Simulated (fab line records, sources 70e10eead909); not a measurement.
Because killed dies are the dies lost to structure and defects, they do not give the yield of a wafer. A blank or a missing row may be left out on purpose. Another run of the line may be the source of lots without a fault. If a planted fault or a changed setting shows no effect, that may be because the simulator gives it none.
Which tool is to blame? -- flow nand_harc -- 12 lots, 36 wafers sampled, at 5 steps of a route of 1302

## WHAT THE GAUGES SHOWED, per wafer
NHARC_A_DECK1_JOINT_THK_MEAS_14: measures by ellipsometry.
lot,measured,on,thk_nm (nm)
L735,day 11 06:55,film_metro-01,50.6 47.6 51.2
L737,day 12 07:28,film_metro-01,50.4 51.8 47.8
L744,day 14 21:55,film_metro-01,50.5 50.1 51.4
L745,day 15 23:45,film_metro-02,50.5 49.7 49.0
L750,day 17 12:10,film_metro-01,48.9 48.6 50.3
L748,day 17 22:12,film_metro-02,52.1 51.3 51.6
L752,day 18 09:56,film_metro-02,51.0 51.8 52.3
L753,day 19 08:33,film_metro-02,49.4 49.2 50.5
L754,day 20 03:35,film_metro-01,52.2 51.7 50.3
L756,day 20 11:14,film_metro-02,51.4 52.1 50.8
L757,day 20 11:15,film_metro-01,52.5 51.2 49.5
L758,day 21 01:16,film_metro-02,52.9 53.2 50.0

NHARC_A_DECK1_JOINT_THK_MEAS_17: measures by ellipsometry.
lot,measured,on,thk_nm (nm)
L735,day 12 05:58,film_metro-01,44.3 44.8 45.3
L737,day 13 10:26,film_metro-01,46.6 46.5 44.4
L744,day 16 03:41,film_metro-01,28.9 45.0 46.4
L745,day 17 05:21,film_metro-01,44.5 44.5 45.9
L750,day 18 15:45,film_metro-02,44.8 46.4 46.8
L748,day 19 01:55,film_metro-02,43.1 44.7 42.7
L752,day 19 14:19,film_metro-01,46.6 43.4 46.5
L753,day 20 07:23,film_metro-01,44.4 45.6 44.9
L754,day 21 06:58,film_metro-01,45.1 44.6 45.4
L756,day 21 12:25,film_metro-02,47.1 45.3 45.6
L757,day 21 12:23,film_metro-02,42.9 46.3 45.9
L758,day 22 00:19,film_metro-01,44.9 45.7 46.2

## WHAT TOOL EACH LOT RAN ON (gives the tool, then ch and the chambers of the sampled wafers, and finally the start)
lot,NHARC_A_CHANNEL_FILL_D1_ALD_15,NHARC_A_CHANNEL_FILL_D1_ALD_16,NHARC_A_DECK1_JOINT_DEP_16
L735,"ald_sin_batch-02 ch 0, day 9 08:22 or earlier","ald_hk-01 ch 0,1,2, day 9 08:22","pecvd-02 ch 0,1, day 12 05:41"
L737,"ald_sin_batch-02 ch 0, day 10 11:37 or earlier","ald_hk-04 ch 1,2,3, day 10 11:37","pecvd-02 ch 0,1,2, day 13 10:09"
L744,"ald_sin_batch-03 ch 0, day 12 23:42 or earlier","ald_hk-04 ch 1,2, day 12 23:42","pecvd-04 ch 0,1,2, day 16 03:28"
L745,"ald_sin_batch-01 ch 0, day 13 23:25 or earlier","ald_hk-01 ch 0,1,3, day 13 23:25","pecvd-02 ch 0,1, day 17 05:06"
L750,"ald_sin_batch-01 ch 0, day 15 13:51 or earlier","ald_hk-03 ch 1,2,3, day 15 13:51","pecvd-01 ch 1,2, day 18 15:28"
L748,"ald_sin_batch-02 ch 0, day 15 21:56 or earlier","ald_hk-03 ch 0,2,3, day 15 21:56","pecvd-04 ch 0,1,2, day 19 01:38"
L752,"ald_sin_batch-01 ch 0, day 16 09:25 or earlier","ald_hk-03 ch 0,1,3, day 16 09:25","pecvd-02 ch 0,2, day 19 14:02"
L753,"ald_sin_batch-02 ch 0, day 17 08:05 or earlier","ald_hk-04 ch 2,3, day 17 08:05","pecvd-04 ch 0,2, day 20 07:09"
L754,"ald_sin_batch-01 ch 0, day 18 04:49 or earlier","ald_hk-04 ch 0,2,3, day 18 04:49","pecvd-02 ch 0,2, day 21 06:37"
L756,"ald_sin_batch-01 ch 0, day 18 12:16 or earlier","ald_hk-04 ch 0,1, day 18 12:16","pecvd-01 ch 0,1,2, day 21 12:11"
L757,"ald_sin_batch-01 ch 0, day 18 12:14 or earlier","ald_hk-03 ch 0,1,3, day 18 12:14","pecvd-02 ch 0,1,2, day 21 12:10"
L758,"ald_sin_batch-03 ch 0, day 18 21:46 or earlier","ald_hk-01 ch 0,1,3, day 18 21:46","pecvd-04 ch 0,2, day 21 23:57"
- NHARC_A_CHANNEL_FILL_D1_ALD_15: deposits SiNx, target thk 2 nm, pulse time 60 s, ald cycles 19.
- NHARC_A_CHANNEL_FILL_D1_ALD_16: deposits SiO2, target thk 1.5 nm, pulse time 10 s, ald cycles 15.
- NHARC_A_DECK1_JOINT_DEP_16: deposits SiO2, target thk 45 nm.

## AS READ BY THE TOOLS THEMSELVES (means over the sampled wafers that have a number; for cases with no such wafer, the mark the record gives instead)
NHARC_A_CHANNEL_FILL_D1_ALD_15.
lot,tool,precursor_pulse_height_rel,susceptor_temp_C (C)
L735,ald_sin_batch-02,0.998,630.3
L737,ald_sin_batch-02,1.000,630.0
L744,ald_sin_batch-03,0.992,629.8
L745,ald_sin_batch-01,0.983,629.9
L750,ald_sin_batch-01,1.005,630.2
L748,ald_sin_batch-02,1.002,629.7
L752,ald_sin_batch-01,1.005,-
L753,ald_sin_batch-02,0.987,630.1
L754,ald_sin_batch-01,0.981,629.9
L756,ald_sin_batch-01,0.995,-
L757,ald_sin_batch-01,1.004,-
L758,ald_sin_batch-03,1.006,-

NHARC_A_CHANNEL_FILL_D1_ALD_16.
lot,tool,heater_power_w (W),precursor_pulse_height_rel,susceptor_temp_C (C)
L735,ald_hk-01,447,0.998,300.14
L737,ald_hk-04,477,1.009,299.94
L744,ald_hk-04,449,0.982,300.01
L745,ald_hk-01,465,0.988,300.09
L750,ald_hk-03,504,0.984,300.18
L748,ald_hk-03,504,0.992,299.81
L752,ald_hk-03,467,1.008,300.01
L753,ald_hk-04,494,0.980,299.80
L754,ald_hk-04,481,0.990,299.85
L756,ald_hk-04,416,1.018,299.98
L757,ald_hk-03,466,0.996,300.15
L758,ald_hk-01,466,0.997,299.88

NHARC_A_DECK1_JOINT_DEP_16.
lot,tool,heater_power_w (W),susceptor_temp_C (C),throttle_valve_pct (%)
L735,pecvd-02,470,400.00,16.2
L737,pecvd-02,493,400.03,15.9
L744,pecvd-04,512,400.02,16.5
L745,pecvd-02,396,400.13,16.1
L750,pecvd-01,573,399.88,15.7
L748,pecvd-04,426,400.04,16.5
L752,pecvd-02,510,399.79,16.6
L753,pecvd-04,544,399.80,16.0
L754,pecvd-02,503,400.01,16.3
L756,pecvd-01,593,400.16,15.7
L757,pecvd-02,473,399.87,16.5
L758,pecvd-04,483,400.00,16.2

## THE ANSWER, worked out from the rows above alone
Rule: the lots themselves supply what counts as usual. The widest of any qualifying gaps counts: lots, ordered by their means at a reading, are off when they make up no more than a third of the lots, leave a main group of 4 or more, and stand apart from it by 3 or more times the standard deviation of that group's means. If all means in a main group match to the digits the tables above print for the reading, that group is not used. A lot without any number at a reading at which 4 lots or more have one is off too. All remaining lots with rows at the step are treated as sound. Order of review: gauges by route order, followed by the tools' own readings, for which a lot's mean as printed above is used. The first step at which some lot is off is used, and at that step the reading that is off furthest; a lot without a number counts as furthest.
Off at NHARC_A_DECK1_JOINT_THK_MEAS_17 (thk_nm): L744. For the main group the mean is 45.2 nm and the standard deviation 0.68.
If a tool, at a process step before that reading, ran all the lots that are off and no sound lot after the first of them, it fits. Gauges at NHARC_A_DECK1_JOINT_THK_MEAS_17: tried the same way as those tools. NHARC_A_CHANNEL_FILL_D1_ALD_15 gives no start for some lots, so the hours and the order of its lots are those of NHARC_A_CHANNEL_FILL_D1_ALD_16. None of those tried fits.

## WHAT WAS PUT IN BY THE SIMULATOR
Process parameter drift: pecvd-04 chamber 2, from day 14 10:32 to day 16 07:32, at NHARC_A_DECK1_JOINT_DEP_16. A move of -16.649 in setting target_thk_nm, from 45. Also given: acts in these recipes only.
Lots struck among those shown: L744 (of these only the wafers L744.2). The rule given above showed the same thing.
